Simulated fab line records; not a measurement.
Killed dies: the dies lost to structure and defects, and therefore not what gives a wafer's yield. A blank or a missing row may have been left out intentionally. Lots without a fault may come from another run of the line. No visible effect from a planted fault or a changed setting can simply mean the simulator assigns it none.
Chamber matching -- flow n5 finfet -- 4 sister chambers for N5_DUMMY_GATE_ETCH_23 on rie si-05
The step etches poly-Si in HBr/Cl2/O2, target depth 41 nm, time 22.3 s. 20 wafers are shown with their chamber, then 10 later ones without.

## EACH WAFER AND ITS CHAMBER
wafer,chamber,drypump motor current A (A),throttle valve pct (%),oes product au (a.u.)
L076.1,2,6.0,37.41,1.004
L076.3,3,5.2,37.41,0.998
L076.4,0,6.2,37.36,1.012
L080.1,0,6.2,37.36,1.024
L080.3,2,6.0,37.41,1.005
L080.5,0,6.2,37.36,1.016
L081.1,1,5.6,37.16,0.975
L081.2,3,5.2,37.39,0.991
L081.5,2,6.0,37.43,0.998
L083.4,1,5.6,37.13,0.991
L083.5,3,5.2,37.38,1.011
L083.6,0,6.2,37.36,1.014
L086.1,0,6.2,37.36,1.020
L086.2,1,5.6,37.14,0.993
L086.3,2,6.0,37.42,0.988
L088.1,0,6.2,37.36,1.000
L088.4,1,5.6,37.15,0.977
L088.6,3,5.3,37.39,0.984
L091.2,0,6.2,37.37,1.013
L091.4,2,6.0,37.42,1.011

SIGNATURES (averages over the wafers above)
reading,chamber 0,chamber 1,chamber 2,chamber 3,scatter within a chamber
drypump motor current A,6.200,5.600,6.000,5.225,0.0217
throttle valve pct,37.3614,37.1450,37.4180,37.3925,0.00915
oes product au,1.01414,0.98400,1.00120,0.99600,0.00902
Rule: for each reading, subtract the chamber's mean from the wafer's reading, divide by that reading's scatter and square the result; add these up over the readings and take the root, which gives the wafer's distance from the chamber. The wafer belongs to the nearest chamber; if the next one is less than 2 further off, it can't be placed. The scatter: the root of (the sum of the squares of (reading less its chamber's mean) over the shown wafers, divided by (wafers less chambers)).

## WAFERS WITHOUT THEIR CHAMBER
wafer,drypump motor current A (A),throttle valve pct (%),oes product au (a.u.)
L091.6,6.2,37.36,1.007
L092.2,5.2,37.39,1.007
L092.3,5.6,37.15,0.995
L092.5,6.0,37.42,1.011
L093.1,6.2,37.36,1.017
L093.4,6.0,37.44,1.005
L093.6,6.0,37.41,1.007
L095.2,6.0,37.42,1.010
L095.3,5.2,37.40,1.000
L095.4,6.2,37.36,1.015

## EACH ONE'S CHAMBER
wafer,from the rows above,in truth
L091.6,0,0
L092.2,3,3
L092.3,1,1
L092.5,2,2
L093.1,0,0
L093.4,2,2
L093.6,2,2
L095.2,2,2
L095.3,3,3
L095.4,0,0
Correct placement for 10 of the 10. From these rows, 0 cannot be placed. Wrongly placed: 0.
